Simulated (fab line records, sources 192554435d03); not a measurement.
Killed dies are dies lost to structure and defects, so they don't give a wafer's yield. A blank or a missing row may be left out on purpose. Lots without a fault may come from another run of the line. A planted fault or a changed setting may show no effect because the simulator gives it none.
A struck lot beside a sound one | flow n5_finfet | 16 steps out of a route of 1938
Sound: wafers L932.1, L932.2, L932.5. Struck: wafer L941.6. (L941.1, L941.5 of the same lot were not struck and are left out.) The cause comes at the end.
At each step with rows: each side's tool, then ch and its chambers, then its first start. Under that, the readings that differ: sound wafers | struck wafers | difference of the means | sigmas: that difference in standard deviations of wafers without a fault.
alike: readings whose means differ by less than 2 such deviations, and words and numbers that are the same on both sides. not compared: withheld readings, readings that some wafer has no value for, bounds like >300 that may hide the same value, and numbers for which the record gives no deviation and whose values overlap.
The two part at a step that has a row with sigmas, a row that says differs or no value, or rows on one side only. Numbers that don't overlap but have no deviation are shown without sigmas and don't part them. A reading that every wafer of one side lacks parts them only if that side has two wafers or more.

first, 1 step without rows for these wafers: N5_BEOL_M2_DEVELOP_27 (develop time 30 s).
N5_BEOL_M2_CD_MEAS_28: target cd 26.2 nm, target cd y 24.1 nm.
  sound on cd_sem-03 ch 0, day 7 17:58; struck on cd_sem-02 ch 0, day 9 21:41
  alike: cd_nm
N5_BEOL_M2_OVL_MEAS_29:
  sound on overlay-01 ch 0, day 7 18:00; struck on overlay-01 ch 0, day 9 21:43
  alike: V1_OVL
N5_BEOL_M2_INSPECT_30: inspects for defects (brightfield).
  sound on defect_inspect-02, day 7 18:04; struck on defect_inspect-01, day 9 21:46
  alike: raw_defect_count
N5_BEOL_M2_DESCUM_33: chemistry O2, time 7 s.
  sound on rie_diel-05 ch 0,2, day 7 18:14; struck on rie_diel-05 ch 2, day 9 21:48
  alike: drypump_motor_current_A, oes_product_au, rf_vpp_V, showerhead_plenum_p_Torr, throttle_valve_pct
  not compared: rf_hours_counter_h
N5_BEOL_M2_ETCH_77: etches underlayer in N2/H2, target depth 6.5 nm, time 5.2 s.
  sound on rie_diel-05 ch 0,2, day 7 18:16; struck on rie_diel-05 ch 2, day 9 21:50
  alike: drypump_motor_current_A, etch_rf_on_time_s, oes_product_au, rf_vpp_V, showerhead_plenum_p_Torr, throttle_valve_pct
  not compared: rf_hours_counter_h
N5_BEOL_M2_ETCH_69: etches SiARC in CF4, target depth 15.6 nm, time 26 s.
  sound on rie_diel-05 ch 0,2, day 7 18:17; struck on rie_diel-05 ch 2, day 9 21:52
  alike: drypump_motor_current_A, etch_rf_on_time_s, oes_product_au, rf_vpp_V, showerhead_plenum_p_Torr, throttle_valve_pct
  not compared: rf_hours_counter_h
then, 1 step without rows for these wafers: N5_BEOL_M2_ALD_98 (deposits SiO2, target thk 2.5 nm, pulse time 1 s, co reactant pulse time 1 s).
N5_BEOL_M2_ETCHBACK_99: etches SiO2 in CHF3, target depth 5 nm, time 10.4 s.
  sound on rie_diel-05 ch 1,2, day 7 23:32; struck on rie_diel-01 ch 2, day 10 18:23
  alike: drypump_motor_current_A, oes_product_au, rf_vpp_V, showerhead_plenum_p_Torr, throttle_valve_pct
  not compared: rf_hours_counter_h
N5_BEOL_M2_ETCH_70: etches SOC in N2/H2, target depth 80 nm, overetch 24 nm, time 130 s.
  sound on rie_diel-05 ch 1,2, day 7 23:34; struck on rie_diel-01 ch 2, day 10 18:25
  alike: drypump_motor_current_A, oes_product_au, rf_vpp_V, run_length_s, showerhead_plenum_p_Torr, throttle_valve_pct
  not compared: rf_hours_counter_h
then, 2 steps without rows for these wafers: N5_BEOL_M2_STRIP_71 (strips in N2/H2); N5_BEOL_M2_STRIP_78 (strips in N2/H2).
N5_BEOL_M2_VIA_ETCH_34: etches the open film in C4F6/O2, target depth 69.4 nm, time 65.9 s.
  sound on rie_diel-05 ch 1,2, day 7 23:40; struck on rie_diel-01 ch 2, day 10 18:31
  reading                                  | sound             | struck | difference | sigmas
  run_length_s (s)                         | 89.0 89.6 88.8    | 75.5   | -13.6      | -28
  model.etch.depth_nm (nm)                 | 68.07 70.71 67.19 | 54.37  | -14.29     |
  model.SOC_of_BEOL_M2_COAT_67.thk_nm (nm) | 52 51.8 52.2      | 53.4   | +1.4       |
  alike: drypump_motor_current_A, oes_product_au, rf_vpp_V, showerhead_plenum_p_Torr, throttle_valve_pct
  not compared: rf_hours_counter_h
then, 1 step without rows for these wafers: N5_BEOL_M2_STRIP_83 (strips in C4F6/O2).
N5_BEOL_M4_RC_MEAS_101:
  sound on prober-02 ch 0, day 9 14:39; struck on prober-02 ch 0, day 11 20:43
  alike: DIBL_N, DIBL_P, IOFF_N, IOFF_P, ION_N, ION_P, SS_N, SS_P, VT_N, VT_P
-- the record jumps here: 4 days lie between the struck wafers' starts before and after (it left off in module BEOL_M4 and takes up again in module PASSIVATION, whose first step shown is number 1936 of the route) --
N5_PASSIVATION_PROBE_49:
  the record has rows for the struck wafers here (prober-01, day 16 02:28) and none for the sound ones

WHERE THEY PART
First at N5_BEOL_M2_VIA_ETCH_34; last, within this record, at N5_PASSIVATION_PROBE_49.

WHY: what the simulator had put in
Process parameter drift: rie_diel-01, from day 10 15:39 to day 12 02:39, at N5_BEOL_M2_VIA_ETCH_34. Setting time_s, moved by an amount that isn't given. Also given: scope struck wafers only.
